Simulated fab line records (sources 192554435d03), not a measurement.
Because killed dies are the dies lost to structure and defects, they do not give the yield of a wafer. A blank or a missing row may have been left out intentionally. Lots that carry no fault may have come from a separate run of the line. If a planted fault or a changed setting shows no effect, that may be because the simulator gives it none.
Chamber matching :: flow n5 finfet :: 3 sister chambers for N5_BEOL_M10_CURE_72 on uv cure-01
The step cures SiCOH lowk, time 120 s. 6 wafers are shown with their chamber, then 9 later ones without.

EACH WAFER AND ITS CHAMBER
wafer: L079.4
chamber: 1
wafer_temp_C_max: 371.8
lamp power pct (%): 52.25

wafer: L079.6
chamber: 1
wafer_temp_C_max: 372.9
lamp power pct (%): 52.32

wafer: L092.3
chamber: 2
wafer_temp_C_max: 371.2
lamp power pct (%): 52.34

wafer: L092.4
chamber: 2
wafer_temp_C_max: 371.5
lamp power pct (%): 52.24

wafer: L093.5
chamber: 0
wafer_temp_C_max: 371.4
lamp power pct (%): 52.43

wafer: L093.6
chamber: 0
wafer_temp_C_max: 371.2
lamp power pct (%): 52.28

WAFERS WITH NO CHAMBER GIVEN
wafer: L095.1
wafer_temp_C_max: 371.2
lamp power pct (%): 52.29

wafer: L095.2
wafer_temp_C_max: 371.2
lamp power pct (%): 52.39

wafer: L095.4
wafer_temp_C_max: 371.3
lamp power pct (%): 52.34

wafer: L094.2
wafer_temp_C_max: 371.1
lamp power pct (%): 52.25

wafer: L094.3
wafer_temp_C_max: 370.8
lamp power pct (%): 52.34

wafer: L094.5
wafer_temp_C_max: 370.4
lamp power pct (%): 52.23

wafer: L096.4
wafer_temp_C_max: 372.0
lamp power pct (%): 52.39

wafer: L096.5
wafer_temp_C_max: 372.4
lamp power pct (%): 52.23

wafer: L096.6
wafer_temp_C_max: 373.0
lamp power pct (%): 52.32

WHICH CHAMBER EACH ONE RAN IN
wafer: L095.1
from the rows above: can't be placed: 2 or 0
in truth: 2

wafer: L095.2
from the rows above: can't be placed: 0 or 2
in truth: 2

wafer: L095.4
from the rows above: can't be placed: 0 or 2
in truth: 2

wafer: L094.2
from the rows above: can't be placed: 2 or 0 or 1
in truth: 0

wafer: L094.3
from the rows above: can't be placed: 0 or 2
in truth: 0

wafer: L094.5
from the rows above: can't be placed: 2 or 0
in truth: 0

wafer: L096.4
from the rows above: can't be placed: 1 or 0 or 2
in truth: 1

wafer: L096.5
from the rows above: can't be placed: 1 or 2
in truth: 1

wafer: L096.6
from the rows above: 1
in truth: 1
1 of 9 placed correctly. Not placeable from these rows: 8 (in 8, the candidates include the true chamber). Placed wrongly: 0.
How it was worked out, from the rows above alone: a wafer's distance from a chamber is the root of the sum, over the readings, of the square of ((its reading less the chamber's mean) divided by the reading's scatter). If the next closest chamber is less than 2 further off than the closest, the wafer can't be placed; otherwise it belongs to the closest. Each chamber's mean is taken over the wafers shown for it. How the scatter is found: for the shown wafers, subtract from each reading the mean of its chamber, square and add these, divide the total by (wafers less chambers), then take the root.
